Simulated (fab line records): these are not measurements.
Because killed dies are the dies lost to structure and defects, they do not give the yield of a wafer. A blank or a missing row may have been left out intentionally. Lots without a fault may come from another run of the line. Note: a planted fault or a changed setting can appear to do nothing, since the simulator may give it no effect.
Matching of chambers | flow n5-finfet | N5_FIN_CUT_ETCH_21 on rie-diel-03 has 4 sister chambers
The step etches SOC in N2/H2, target depth 219 nm, overetch 43.8 nm, time 523.5 s. 8 wafers are shown with their chamber, then 8 later ones without.

EACH WAFER AND ITS CHAMBER
wafer  | chamber | drypump-motor-current-A (A) | throttle-valve-pct (%)
L079.3 | 1       | 6.1                         | 18.19
L080.5 | 3       | 6.7                         | 17.77
L084.2 | 1       | 6.0                         | 18.20
L084.4 | 2       | 5.8                         | 17.66
L087.1 | 3       | 6.7                         | 17.80
L087.2 | 2       | 5.8                         | 17.65
L087.3 | 0       | 4.9                         | 17.48
L088.1 | 0       | 4.9                         | 17.50

WAFERS WITH NO CHAMBER GIVEN
wafer  | drypump-motor-current-A (A) | throttle-valve-pct (%)
L088.4 | 5.8                         | 17.66
L088.6 | 6.1                         | 18.21
L089.1 | 5.8                         | 17.65
L089.2 | 4.9                         | 17.50
L089.3 | 6.1                         | 18.21
L094.2 | 4.9                         | 17.50
L094.3 | 6.6                         | 17.46
L094.6 | 6.7                         | 17.47

THE CHAMBER EACH PASSED THROUGH
wafer  | from the rows above | in truth
L088.4 | 2                   | 2
L088.6 | 1                   | 1
L089.1 | 2                   | 2
L089.2 | 0                   | 0
L089.3 | 1                   | 1
L094.2 | 0                   | 0
L094.3 | 3                   | 3
L094.6 | 3                   | 3
Correctly placed: 8 of 8. From these rows, 0 cannot be placed. Number placed wrongly: 0.
How it was worked out, from the rows above alone: a wafer's distance from a chamber is the root of the sum, over the readings, of the square of ((its reading less the chamber's mean) divided by the reading's scatter). The wafer belongs to the nearest chamber; if the next one is less than 2 further off, it can't be placed. For every chamber, the mean is computed from those of its wafers that are shown. The scatter: the root of (the sum of the squares of (reading less its chamber's mean) over the shown wafers, divided by (wafers less chambers)).
